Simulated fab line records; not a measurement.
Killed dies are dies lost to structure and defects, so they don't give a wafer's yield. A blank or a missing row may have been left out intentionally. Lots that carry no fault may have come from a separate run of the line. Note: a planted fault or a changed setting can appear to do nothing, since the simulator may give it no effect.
Which tool is to blame? + flow n5Finfet + 10 lots, 29 wafers sampled, at 6 steps of a route of 1938

## WHAT THE GAUGES READ, wafer by wafer
The record holds no reading of a measuring or inspecting step that can be judged against a usual standard deviation.

## WHAT TOOL EACH LOT RAN ON (gives the tool, then ch and the chambers of the sampled wafers, and finally the start)
| lot  | N5_BEOL_M9_PECVD_70             | N5_BEOL_M9_VIA_ETCH_34            | N5_BEOL_M9_CURE_72           | N5_BEOL_M9_CMP_52             | N5_BEOL_M10_CURE_71          | N5_PASSIVATION_PROBE_49 |
|------|---------------------------------|-----------------------------------|------------------------------|-------------------------------|------------------------------|-------------------------|
| L222 | pecvd-03 ch 1,2, day 10 03:05   | rieDiel-03 ch 1,2, day 10 11:54   | uvCure-02 ch 1, day 10 12:37 | cmp-01 ch 0,1,3, day 10 14:32 | uvCure-01 ch 0, day 10 15:09 | -                       |
| L228 | pecvd-03 ch 0,1, day 11 18:13   | rieDiel-03 ch 0,1, day 11 23:50   | uvCure-02 ch 1, day 12 00:35 | cmp-01 ch 1,2,3, day 12 03:58 | uvCure-02 ch 0, day 12 04:34 | -                       |
| L230 | pecvd-01 ch 0,1, day 11 18:41   | rieDiel-05 ch 0,3, day 11 23:57   | uvCure-01 ch 2, day 12 00:31 | cmp-04 ch 1,2, day 12 02:23   | uvCure-01 ch 2, day 12 03:34 | prober-01, day 14 10:29 |
| L229 | pecvd-03 ch 0,1,2, day 11 22:12 | rieDiel-05 ch 2,3, day 12 02:41   | uvCure-02 ch 2, day 12 03:09 | cmp-04 ch 0,1,3, day 12 04:56 | uvCure-02 ch 0, day 12 05:28 | -                       |
| L231 | pecvd-03 ch 0,2, day 12 05:47   | rieDiel-05 ch 2,3, day 12 10:34   | uvCure-02 ch 2, day 12 11:02 | cmp-01 ch 0,3, day 12 13:01   | uvCure-03 ch 0, day 12 13:37 | -                       |
| L233 | pecvd-03 ch 0,1,2, day 12 06:30 | rieDiel-05 ch 0,1, day 12 10:59   | uvCure-02 ch 0, day 12 11:40 | cmp-02 ch 0,1,3, day 12 14:43 | uvCure-01 ch 2, day 12 15:17 | prober-01, day 15 01:28 |
| L235 | pecvd-03 ch 0,1,2, day 13 01:10 | rieDiel-05 ch 1,2,3, day 13 04:22 | uvCure-01 ch 2, day 13 04:56 | cmp-01 ch 1,2,3, day 13 08:29 | uvCure-03 ch 2, day 13 09:16 | -                       |
| L234 | pecvd-01 ch 0,2, day 13 01:20   | rieDiel-03 ch 0,1,2, day 13 05:06 | uvCure-02 ch 2, day 13 05:49 | cmp-02 ch 0,1,3, day 13 09:54 | uvCure-03 ch 2, day 13 10:33 | -                       |
| L239 | pecvd-03 ch 0,1, day 14 01:06   | rieDiel-06 ch 1,3, day 14 04:04   | uvCure-01 ch 2, day 14 05:49 | cmp-04 ch 0,3, day 14 08:32   | uvCure-03 ch 2, day 14 09:13 | -                       |
| L245 | pecvd-01 ch 1,2, day 15 20:39   | rieDiel-03 ch 2,3, day 16 02:05   | uvCure-02 ch 0, day 16 02:40 | cmp-01 ch 0,1, day 16 04:47   | uvCure-01 ch 1, day 16 05:38 | -                       |
- N5_BEOL_M9_PECVD_70: deposits SiO2 from TEOS/O2, target thk 20 nm, time 22.7 s.
- N5_BEOL_M9_VIA_ETCH_34: etches SiCOH lowk in C4F6/O2, target depth 182.4 nm, time 68.4 s.
- N5_BEOL_M9_CURE_72: cures SiCOH lowk, time 120 s.
- N5_BEOL_M9_CMP_52: polishes, stops on SiCOH lowk, t overpolish 7 s, target thk 140 nm.
- N5_BEOL_M10_CURE_71: cures SiCOH lowk, time 240 s.
- N5_PASSIVATION_PROBE_49

## WHAT THE TOOLS THEMSELVES READ (means of the sampled wafers that have a number; where no wafer has one, the mark that the record gives instead)
N5_BEOL_M9_PECVD_70. Usual: heaterPowerW 721 W, standard deviation 100; showerheadPlenumPTorr 8.79 Torr, standard deviation 0.063; throttleValvePct 22.1 %, standard deviation 0.65.
| lot  | tool     | heaterPowerW (W) | showerheadPlenumPTorr (Torr) | throttleValvePct (%) | flag |
|------|----------|------------------|------------------------------|----------------------|------|
| L222 | pecvd-03 | 634              | 8.75                         | 21.4                 |      |
| L228 | pecvd-03 | 749              | 8.85                         | 22.6                 |      |
| L230 | pecvd-01 | 793              | 8.82                         | 22.3                 |      |
| L229 | pecvd-03 | 737              | 8.80                         | 22.1                 |      |
| L231 | pecvd-03 | 649              | 8.84                         | 22.4                 |      |
| L233 | pecvd-03 | 706              | 8.80                         | 22.1                 |      |
| L235 | pecvd-03 | 727              | 8.80                         | 22.1                 |      |
| L234 | pecvd-01 | 682              | 8.74                         | 22.3                 |      |
| L239 | pecvd-03 | 710              | 8.82                         | 22.4                 |      |
| L245 | pecvd-01 | 824              | 8.80                         | 22.3                 |      |

N5_BEOL_M9_VIA_ETCH_34. Usual: drypumpMotorCurrentA 5.43 A, standard deviation 0.29; oes_o_777_au 0.79 a.u., standard deviation 0.091; oesProductAu 0.80 a.u., standard deviation 0.096; rfVppV 667 V, standard deviation 8.9; showerheadPlenumPTorr 2.87 Torr, standard deviation 0.074; throttleValvePct 20.88 %, standard deviation 0.21.
| lot  | tool       | drypumpMotorCurrentA (A) | oes_o_777_au (a.u.) | oesProductAu (a.u.) | rfVppV (V) | showerheadPlenumPTorr (Torr) | throttleValvePct (%) | flag |
|------|------------|--------------------------|---------------------|---------------------|------------|------------------------------|----------------------|------|
| L222 | rieDiel-03 | 5.27                     | 0.72                | 0.71                | 662        | 2.87                         | 21.02                |      |
| L228 | rieDiel-03 | 5.73                     | 0.71                | 0.73                | 667        | 2.88                         | 20.76                |      |
| L230 | rieDiel-05 | 5.23                     | 0.76                | 0.79                | 666        | 2.86                         | 20.97                |      |
| L229 | rieDiel-05 | 5.43                     | 0.77                | 0.77                | 667        | 2.86                         | 20.93                |      |
| L231 | rieDiel-05 | 5.45                     | 0.77                | 0.77                | 666        | 2.86                         | 20.93                |      |
| L233 | rieDiel-05 | 5.16                     | 0.88                | 0.93                | 661        | 2.86                         | 20.77                |      |
| L235 | rieDiel-05 | 5.47                     | 0.81                | 0.82                | 663        | 2.84                         | 20.75                |      |
| L234 | rieDiel-03 | 5.49                     | 0.79                | 0.79                | 665        | 2.87                         | 20.78                |      |
| L239 | rieDiel-06 | 5.38                     | 0.78                | 0.78                | 674        | 2.87                         | 20.96                |      |
| L245 | rieDiel-03 | 5.21                     | 0.88                | 0.88                | 669        | 2.82                         | 20.74                |      |

N5_BEOL_M9_CURE_72. Usual: lampPowerPct 52.31 %, standard deviation 0.06; wafer_temp_C_max 371.6, standard deviation 0.45.
| lot  | tool      | lampPowerPct (%) | wafer_temp_C_max | flag |
|------|-----------|------------------|------------------|------|
| L222 | uvCure-02 | 52.27            | 371.6            |      |
| L228 | uvCure-02 | 52.32            | 372.0            |      |
| L230 | uvCure-01 | 52.24            | 371.1            |      |
| L229 | uvCure-02 | 52.30            | 371.2            |      |
| L231 | uvCure-02 | 52.29            | 371.6            |      |
| L233 | uvCure-02 | 52.34            | 371.5            |      |
| L235 | uvCure-01 | 52.31            | 370.9            |      |
| L234 | uvCure-02 | 52.41            | 372.0            |      |
| L239 | uvCure-01 | 52.27            | 371.4            |      |
| L245 | uvCure-02 | 52.33            | 371.3            |      |

N5_BEOL_M9_CMP_52. Usual: barrierFieldEndpointS 28.9 s, standard deviation 0.64; headPressurePsi 0.9998 psi, standard deviation 0.0021; motorCurrentA 6.2 A, standard deviation 0.58.
| lot  | tool   | barrierFieldEndpointS (s) | headPressurePsi (psi) | motorCurrentA (A) | flag |
|------|--------|---------------------------|-----------------------|-------------------|------|
| L222 | cmp-01 | 28.8                      | 1.0009                | 6.1               |      |
| L228 | cmp-01 | 29.5                      | 1.0019                | 6.2               |      |
| L230 | cmp-04 | 29.7                      | 0.9987                | 5.9               |      |
| L229 | cmp-04 | 29.7                      | 0.9989                | 6.2               |      |
| L231 | cmp-01 | 28.4                      | 1.0006                | 6.3               |      |
| L233 | cmp-02 | 29.2                      | 0.9996                | 6.0               |      |
| L235 | cmp-01 | 29.4                      | 0.9989                | 6.1               |      |
| L234 | cmp-02 | 29.1                      | 1.0001                | 6.0               |      |
| L239 | cmp-04 | 28.2                      | 0.9988                | 6.0               |      |
| L245 | cmp-01 | 29.4                      | 1.0009                | 6.2               |      |

N5_BEOL_M10_CURE_71. Usual: lampPowerPct 52.31 %, standard deviation 0.056; wafer_temp_C_max 386.7, standard deviation 0.45.
| lot  | tool      | lampPowerPct (%) | wafer_temp_C_max | flag |
|------|-----------|------------------|------------------|------|
| L222 | uvCure-01 | 52.32            | 387.3            |      |
| L228 | uvCure-02 | 52.33            | 386.5            |      |
| L230 | uvCure-01 | 52.29            | 386.1            |      |
| L229 | uvCure-02 | 52.34            | 386.7            |      |
| L231 | uvCure-03 | 52.34            | 387.0            |      |
| L233 | uvCure-01 | 52.28            | 386.2            |      |
| L235 | uvCure-03 | 52.34            | 387.2            |      |
| L234 | uvCure-03 | 52.28            | 386.7            |      |
| L239 | uvCure-03 | 52.33            | 386.9            |      |
| L245 | uvCure-01 | 52.32            | 386.3            |      |

N5_PASSIVATION_PROBE_49. Usual: defectLimitedYield 91.3 %, standard deviation 1.4; killed_at_M0_to_M3 36, standard deviation 11; killed_at_M4_up 13, standard deviation 5.2; killedAtContacts 13, standard deviation 6.5; killedAtFrontEnd 37, standard deviation 11; killedAtOther 3.6, standard deviation 2.9; killedDies 103, standard deviation 17; killedOpen 68, standard deviation 12; killedShort 33, standard deviation 7.3; sort_bin_4_leakage 0.01 %, standard deviation 0.039; sort_bin_5_function 5.2 %, standard deviation 0.91; sort_bin_6_memory 3.2 %, standard deviation 0.67; sort_bin_8_speed 0.00 %, standard deviation 0.0099; sortNPass 1077, standard deviation 17; sortYieldPct 91.3 %, standard deviation 1.4.
| lot  | tool      | defectLimitedYield (%) | killed_at_M0_to_M3 | killed_at_M4_up | killedAtContacts | killedAtFrontEnd | killedAtOther | killedDies | killedOpen | killedShort | sort_bin_4_leakage (%) | sort_bin_5_function (%) | sort_bin_6_memory (%) | sort_bin_8_speed (%) | sortNPass | sortYieldPct (%) | flag |
|------|-----------|------------------------|--------------------|-----------------|------------------|------------------|---------------|------------|------------|-------------|------------------------|-------------------------|-----------------------|----------------------|-----------|------------------|------|
| L230 | prober-01 | 93.6                   | 29                 | 9               | 8                | 29               | 0.7           | 76         | 53         | 23          | 0.00                   | 3.7                     | 2.6                   | 0.00                 | 1104      | 93.6             |      |
| L233 | prober-01 | 91.4                   | 36                 | 13              | 14               | 33               | 5.7           | 102        | 65         | 37          | 0.00                   | 4.9                     | 3.3                   | 0.00                 | 1078      | 91.4             |      |

## THE ANSWER, worked out from the rows above alone
Rule: lot off if the mean of its wafers having a number is beyond 3 standard deviations from the usual mean. Also off: a lot with no number at a reading for which 4 or more lots have one. Where the step has rows for the other lots, those lots are counted as sound. Order of review: gauges by route order, followed by the tools' own readings, for which a lot's mean as printed above is used. At the first step where some lot is off, the reading lying furthest off is the one used; lots without a number count as furthest.
None of the lots is off at any reading shown; this tells nothing.

## WHAT WAS PUT IN BY THE SIMULATOR
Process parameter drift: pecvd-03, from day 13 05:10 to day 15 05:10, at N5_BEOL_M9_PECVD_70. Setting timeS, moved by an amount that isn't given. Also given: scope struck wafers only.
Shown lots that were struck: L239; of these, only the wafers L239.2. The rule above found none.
